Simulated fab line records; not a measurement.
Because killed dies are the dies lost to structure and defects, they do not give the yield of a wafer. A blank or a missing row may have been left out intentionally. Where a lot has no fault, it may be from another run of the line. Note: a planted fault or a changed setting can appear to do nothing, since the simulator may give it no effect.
Matching of chambers || flow nand harc || NHARC_P_CONTACT_STRIP_28 on rie diel-03 has 4 sister chambers
The step strips in O2. 4 wafers are shown with their chamber, then 12 later ones without.

== WAFERS WITH THEIR CHAMBER ==
{"wafer": "L088.1", "chamber": 2, "showerhead plenum p Torr (Torr)": 3.61}
{"wafer": "L087.2", "chamber": 1, "showerhead plenum p Torr (Torr)": 3.73}
{"wafer": "L087.3", "chamber": 0, "showerhead plenum p Torr (Torr)": 3.45}
{"wafer": "L087.4", "chamber": 3, "showerhead plenum p Torr (Torr)": 3.77}

== WAFERS WITHOUT THEIR CHAMBER ==
{"wafer": "L089.2", "showerhead plenum p Torr (Torr)": 3.77}
{"wafer": "L089.4", "showerhead plenum p Torr (Torr)": 3.60}
{"wafer": "L089.5", "showerhead plenum p Torr (Torr)": 3.73}
{"wafer": "L090.2", "showerhead plenum p Torr (Torr)": 3.77}
{"wafer": "L090.4", "showerhead plenum p Torr (Torr)": 3.73}
{"wafer": "L090.5", "showerhead plenum p Torr (Torr)": 3.73}
{"wafer": "L091.1", "showerhead plenum p Torr (Torr)": 3.73}
{"wafer": "L091.4", "showerhead plenum p Torr (Torr)": 3.60}
{"wafer": "L091.5", "showerhead plenum p Torr (Torr)": 3.60}
{"wafer": "L097.2", "showerhead plenum p Torr (Torr)": 3.60}
{"wafer": "L097.4", "showerhead plenum p Torr (Torr)": 3.77}
{"wafer": "L097.6", "showerhead plenum p Torr (Torr)": 3.45}

== WHICH CHAMBER EACH WENT THROUGH ==
{"wafer": "L089.2", "from the rows above": 3, "in truth": 3}
{"wafer": "L089.4", "from the rows above": 2, "in truth": 2}
{"wafer": "L089.5", "from the rows above": 1, "in truth": 1}
{"wafer": "L090.2", "from the rows above": 3, "in truth": 3}
{"wafer": "L090.4", "from the rows above": 1, "in truth": 1}
{"wafer": "L090.5", "from the rows above": 1, "in truth": 1}
{"wafer": "L091.1", "from the rows above": 1, "in truth": 1}
{"wafer": "L091.4", "from the rows above": 2, "in truth": 2}
{"wafer": "L091.5", "from the rows above": 2, "in truth": 2}
{"wafer": "L097.2", "from the rows above": 2, "in truth": 2}
{"wafer": "L097.4", "from the rows above": 3, "in truth": 3}
{"wafer": "L097.6", "from the rows above": 0, "in truth": 0}
Correct placement for 12 of the 12. Number that these rows cannot place: 0. 0 placed wrongly.
How it was worked out, from the rows above alone: a wafer's distance from a chamber is the root of the sum, over the readings, of the square of ((its reading less the chamber's mean) divided by the reading's scatter). The wafer belongs to the nearest chamber; if the next one is less than 2 further off, it can't be placed. Each chamber's mean is taken over the wafers shown for it. The scatter (one wafer shown for each chamber): square how far every hidden wafer sits from the nearest shown wafer, average those squares and take the square root.
